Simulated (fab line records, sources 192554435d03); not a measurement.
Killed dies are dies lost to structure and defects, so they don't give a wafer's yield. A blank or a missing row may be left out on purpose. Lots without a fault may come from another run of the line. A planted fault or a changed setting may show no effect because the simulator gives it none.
Split-lot experiment | flow n5_finfet | 7 lots, 21 wafers read, on a route of 1938 steps

THE SPLIT
At N5_SDB_EXPOSE_08 (exposes mask SDB), the setting dose_mj was moved away from the recipe's 49.6 on 6 of the 21 wafers read, by -7.3% to +5.1%. The other wafers ran this setting at the recipe's value.

FROM THE SPLIT TO THE READING: what the file shows between them, 2 steps
- N5_SDB_PEB_09: peb time 60 s
- N5_SDB_DEVELOP_10: develop time 30 s

THE READING
cd_nm, in nm, at N5_SDB_CD_MEAS_11 (target cd 50 nm). Fault-free wafers of this fab line usually give 50.3 nm, standard deviation 1.6 nm.

wafer  | tool, chamber at the split | dose_mj as run | against the recipe | cd_nm, nm | against lot-mates on the recipe
L076.3 | arfi_scanner-03, 0         | 50.61          | +2.0%              | 50.7      | +3.4
L076.4 | arfi_scanner-03, 0         | 49.6           | recipe             | 47.5      | -
L076.5 | arfi_scanner-03, 0         | 49.6           | recipe             | 47.1      | -
L079.1 | arfi_scanner-02, 0         | 49.6           | recipe             | 49.3      | -
L079.5 | arfi_scanner-02, 0         | 46.87          | -5.5%              | 42.3      | -7.0
L079.6 | arfi_scanner-02, 0         | 46.87          | -5.5%              | 44.4      | -4.9
L086.1 | arfi_scanner-01, 0         | 49.6           | recipe             | 49.6      | -
L086.4 | arfi_scanner-01, 0         | 49.6           | recipe             | 50.4      | -
L086.6 | arfi_scanner-01, 0         | 49.6           | recipe             | 51.8      | -
L087.4 | arfi_scanner-01, 0         | 52.14          | +5.1%              | 54.9      | +3.9
L087.5 | arfi_scanner-01, 0         | 52.14          | +5.1%              | 56.6      | +5.6
L087.6 | arfi_scanner-01, 0         | 49.6           | recipe             | 51.0      | -
L088.1 | arfi_scanner-01, 0         | 49.6           | recipe             | 50.0      | -
L088.5 | arfi_scanner-01, 0         | 45.97          | -7.3%              | 40.9      | -8.8
L088.6 | arfi_scanner-01, 0         | 49.6           | recipe             | 49.3      | -
L096.1 | arfi_scanner-01, 0         | 49.6           | recipe             | 51.0      | -
L096.2 | arfi_scanner-01, 0         | 49.6           | recipe             | 50.9      | -
L096.6 | arfi_scanner-01, 0         | 49.6           | recipe             | 51.0      | -
L097.1 | arfi_scanner-03, 0         | 49.6           | recipe             | 48.0      | -
L097.3 | arfi_scanner-03, 0         | 49.6           | recipe             | 48.9      | -
L097.6 | arfi_scanner-03, 0         | 49.6           | recipe             | 48.2      | -

THE FIT
A straight line over all 21 wafers: cd_nm changes by +1.16 nm for each +1% of dose_mj; r = +0.93; the points scatter about the line by 1.3 nm.
The same after taking each lot's own level away (the mean of its wafers on the recipe; 21 wafers): +1.08 nm for each +1%; r = +0.98; scatter 0.73 nm.
On that fit, the largest move of dose_mj shifts the reading by 7.9 nm.
The lots' own levels span 47.30 to 51.00 nm, that is 2.3 times the standard deviation above.
So the lot-to-lot level changes the slope little: the two slopes agree.
Check: with one of the wafers moved furthest among these (-7.3%) left out of the fit, the line predicts -7.58 nm for it against its lot-mates. It came out at -8.75 nm against them.

THE FILE'S OWN FIT
cd_nm changes by +1.12 nm for each +1% of dose_mj, r = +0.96.
